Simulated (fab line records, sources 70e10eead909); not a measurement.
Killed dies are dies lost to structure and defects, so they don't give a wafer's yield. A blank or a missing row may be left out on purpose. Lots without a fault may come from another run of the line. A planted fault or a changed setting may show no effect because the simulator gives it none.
Which tool did it? | flow nand_harc | 11 lots, 31 wafers sampled, at 5 steps of a route of 1302

WHAT THE GAUGES READ, wafer by wafer
NHARC_END_SORT_01.
lot  | measured     | on        | killed_at_array
L958 | day 24 18:32 | prober-01 | 55 37 34
L959 | day 25 06:49 | prober-01 | 77 64 72
L961 | day 26 03:16 | prober-02 | 70 70 72
L963 | day 27 04:20 | prober-02 | 54 76 57
L968 | day 29 19:32 | prober-01 | 315 34
L971 | day 30 15:33 | prober-02 | 325 74
L976 | day 33 15:43 | prober-02 | 42 44 42
L977 | day 33 15:41 | prober-01 | 52 73 62
L978 | day 33 23:29 | prober-01 | 11 23 13
L979 | day 34 13:46 | prober-02 | 29 33 28
L980 | day 34 13:02 | prober-01 | 54 64 59

WHICH TOOL RAN EACH LOT (tool, then ch and the chambers of the sampled wafers, then the start)
lot  | NHARC_A_CONTACT_STRIP_82                      | NHARC_A_CONTACT_ETCH_89            | NHARC_A_CONTACT_ETCH_30                       | NHARC_A_CONTACT_ETCH_98
L958 | rie_diel-07 ch 0,1,2, day 22 17:12 or earlier | rie_diel-07 ch 0,2,3, day 22 17:12 | rie_diel-07 ch 0,1,3, day 24 18:32 or earlier | rie_diel-09 ch 0,2,3, day 24 18:32 or earlier
L959 | rie_diel-09 ch 0,3, day 23 05:40 or earlier   | rie_diel-07 ch 1,2,3, day 23 05:40 | rie_diel-07 ch 0,1, day 25 06:49 or earlier   | rie_diel-07 ch 1,2,3, day 25 06:49 or earlier
L961 | rie_diel-04 ch 0,2,3, day 24 01:34 or earlier | rie_diel-09 ch 1,2,3, day 24 01:34 | rie_diel-09 ch 0,2,3, day 26 03:16 or earlier | rie_diel-09 ch 0,1,3, day 26 03:16 or earlier
L963 | rie_diel-07 ch 0,1,3, day 24 22:52 or earlier | rie_diel-09 ch 2,3, day 24 22:52   | rie_diel-09 ch 1,2,3, day 27 04:20 or earlier | rie_diel-09 ch 1,2,3, day 27 04:20 or earlier
L968 | rie_diel-09 ch 1,3, day 27 15:23 or earlier   | rie_diel-09 ch 1,2, day 27 15:23   | rie_diel-09 ch 2,3, day 27 18:28 or earlier   | rie_diel-07 ch 2,3, day 27 18:28
L971 | rie_diel-09 ch 0,1, day 28 06:42 or earlier   | rie_diel-09 ch 0,1, day 28 06:42   | rie_diel-09 ch 2,3, day 30 15:33 or earlier   | rie_diel-04 ch 1,2, day 30 15:33 or earlier
L976 | rie_diel-04 ch 1,3, day 31 09:53 or earlier   | rie_diel-04 ch 0,1,2, day 31 09:53 | rie_diel-04 ch 1,3, day 33 15:43 or earlier   | rie_diel-09 ch 1,2, day 33 15:43 or earlier
L977 | rie_diel-09 ch 0,1,3, day 31 10:52 or earlier | rie_diel-09 ch 0,2,3, day 31 10:52 | rie_diel-09 ch 0,1,3, day 33 15:41 or earlier | rie_diel-04 ch 1,2,3, day 33 15:41 or earlier
L978 | rie_diel-09 ch 0,1,2, day 31 11:57 or earlier | rie_diel-04 ch 0,1,3, day 31 11:57 | rie_diel-04 ch 0,2, day 33 23:29 or earlier   | rie_diel-07 ch 0,2, day 33 23:29 or earlier
L979 | rie_diel-07 ch 0,2,3, day 32 07:55 or earlier | rie_diel-09 ch 2,3, day 32 07:55   | rie_diel-09 ch 0,1,2, day 34 13:46 or earlier | rie_diel-09 ch 1,2, day 34 13:46 or earlier
L980 | rie_diel-07 ch 0,2,3, day 32 09:26 or earlier | rie_diel-09 ch 0,1, day 32 09:26   | rie_diel-09 ch 0,2,3, day 34 13:02 or earlier | rie_diel-04 ch 0,1,2, day 34 13:02 or earlier
- NHARC_A_CONTACT_STRIP_82: strips in O2.
- NHARC_A_CONTACT_ETCH_89: etches the open film in N2/H2, target depth 260 nm, time 475.3 s.
- NHARC_A_CONTACT_ETCH_30: etches the open film in CF4/CHF3, target depth 72.6 nm, time 36.3 s.
- NHARC_A_CONTACT_ETCH_98: etches the open film in C4F6/O2, target depth 20 nm, time 10 s.

THE ANSWER, worked out from the rows above alone
Rule: what is usual is taken from the lots themselves. Put in order of their means at a reading, lots are off if they are a third of the lots or fewer, leave a main group of 4 or more, and stand apart from it by a gap of 3 or more times the standard deviation of the main group's means; of several such gaps the widest counts. A main group whose means are all the same, to the digits that the tables above print for the reading, isn't used. A lot without any number at a reading at which 4 lots or more have one is off too. The other lots that the step has rows for count as sound.
Off: L968, L971, at NHARC_END_SORT_01 (killed_at_array). The main group: mean 51, standard deviation 18.
A tool fits if, at a process step before that reading, it ran every lot that is off, and no sound lot after the first of them. The gauges at NHARC_END_SORT_01 are tried like those tools. NHARC_A_CONTACT_STRIP_82 gives no start for some lots, so the hours and the order of its lots are those of NHARC_A_CONTACT_ETCH_89. NHARC_A_CONTACT_ETCH_30 gives no start for some lots, so the hours and the order of its lots are those of NHARC_END_SORT_01. NHARC_A_CONTACT_ETCH_98 gives no start for some lots, so the hours and the order of its lots are those of NHARC_END_SORT_01. None of those tried fits.

WHAT THE SIMULATOR HAD PUT IN
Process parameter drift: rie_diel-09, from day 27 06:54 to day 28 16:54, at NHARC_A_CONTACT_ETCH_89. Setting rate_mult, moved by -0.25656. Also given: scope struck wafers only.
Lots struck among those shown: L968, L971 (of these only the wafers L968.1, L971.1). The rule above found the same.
